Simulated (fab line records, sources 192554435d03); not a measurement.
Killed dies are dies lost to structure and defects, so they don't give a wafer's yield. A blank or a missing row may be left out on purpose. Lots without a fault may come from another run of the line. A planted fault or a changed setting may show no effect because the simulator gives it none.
Problem report in the 8D (eight disciplines) form, filled by code | flow n5_finfet | the parts of the form that need people (team, actions taken, sign-off) are left out

1. THE PROBLEM
thk_nm at N5_SD_EPI_P_EPI_MEAS_23 reads a mean of 92.6 nm on 6 wafers of 2 lots; wafers without a fault read 60.8 nm with a standard deviation of 1.2. That is +26 standard deviations from the usual mean.
First seen on wafer L363.1, day 6 17:01, on film_metro-01. The record holds 42 wafers of 14 lots with a number at this step. Rule for "out", or "out of limits": more than 4 standard deviations from the usual mean. The other wafers with a number count as sound.

2. WHAT IT IS AND WHAT IT IS NOT
question                    | is                           | is not
which readings at this step | thk_nm                       | -
which lots                  | L363, L365                   | L350, L351, L352, L353, L354, L357, L358, L364, L368, L370, L371, L373
which wafers of those lots  | all that have a number       | -
read on which gauges        | film_metro-01, film_metro-02 | -
when                        | from day 6 17:01             | up to then (21 sound wafers); but 15 sound wafers of L364, L368, L370, L371, L373 came after

3. SUSPECTS, AND WHAT RULES EACH OUT
Counting: a tool at a process step up to the reading stays a suspect if it ran every lot that is out and no sound lot after the first of them.
- the gauge at N5_SD_EPI_P_EPI_MEAS_23: ruled out. The wafers that are out were read on 2 gauges (film_metro-01, film_metro-02).
- ald_sin-02 at N5_SD_EPI_N_LINER_46 (material SiNx, target thk 3 nm): ruled out as a lasting fault. Sound lots L368 ran on it after its first lot that is out, L363 (day 6 12:43).
- plasma_asher-01 at N5_SD_EPI_P_STRIP_40 (strips in N2/H2): ruled out as a lasting fault. Sound lots L371, L373 ran on it after its first lot that is out, L363 (day 6 14:18).
- epi_rpcvd-03 at N5_SD_EPI_P_EPI_21 (deposits SiGe:B, time 355 s): kept. It ran every lot that is out, first L363 (day 6 14:49), and no sound lot after that; its last sound lot up to then is L357 (day 5 03:01).
Left after counting: epi_rpcvd-03 at N5_SD_EPI_P_EPI_21.

4. THE CAUSE (what the simulator had put in)
Process parameter drift: epi_rpcvd-03, from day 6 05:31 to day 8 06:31, at N5_SD_EPI_P_EPI_21. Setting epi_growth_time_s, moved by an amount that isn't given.
Counting left only this tool.

5. THE CHAIN OF EFFECTS, in route order
Each row: a reading whose mean over the struck wafers that have a number lies more than 3 standard deviations from the usual. Only readings for which the record gives a usual standard deviation are gone through. hours: the time from each lot's start at the first step in this table that gives one to its start at this step, as a median over the lots. sigmas: the change in usual standard deviations.
hours | step                        | reading  | usual       | on struck wafers | change | sigmas
0     | N5_SD_EPI_P_EPI_MEAS_23     | thk_nm   | 60.8 nm     | 92.6             | +31.8  | +26
1     | N5_SD_ACTIVATION_RS_MEAS_03 | RS_SD_P  | 56.3 ohm/sq | 37.3             | -19.0  | -22
118   | N5_BEOL_M4_RC_MEAS_101      | ION_P    | 463 uA/um   | 482              | +19    | +3.4
118   | N5_BEOL_M4_RC_MEAS_101      | RS_SD_P  | 66.0 ohm/sq | 43.6             | -22.4  | -25
118   | N5_BEOL_M4_RC_MEAS_101      | VT_P     | -250.1 mV   | -242.0           | +8.1   | +3.1
118   | N5_BEOL_M4_RC_MEAS_101      | VT_P_LVT | -98.6 mV    | -90.6            | +8.0   | +3.5
Later measuring or inspecting steps at which every struck wafer that the step has a row for has a number for every such reading, and none has moved that far: N5_SD_ACTIVATION_INSPECT_02.

6. WHAT WOULD HAVE CAUGHT IT SOONER
In this record the first reading out of limits at a measuring or inspecting step was taken at day 6 17:01, 12 hours after the fault began at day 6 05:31.
Of the lots that are out (2), L365 began N5_SD_EPI_P_EPI_21 on epi_rpcvd-03 after day 6 17:01. A hold on the tool at that time would have spared it.
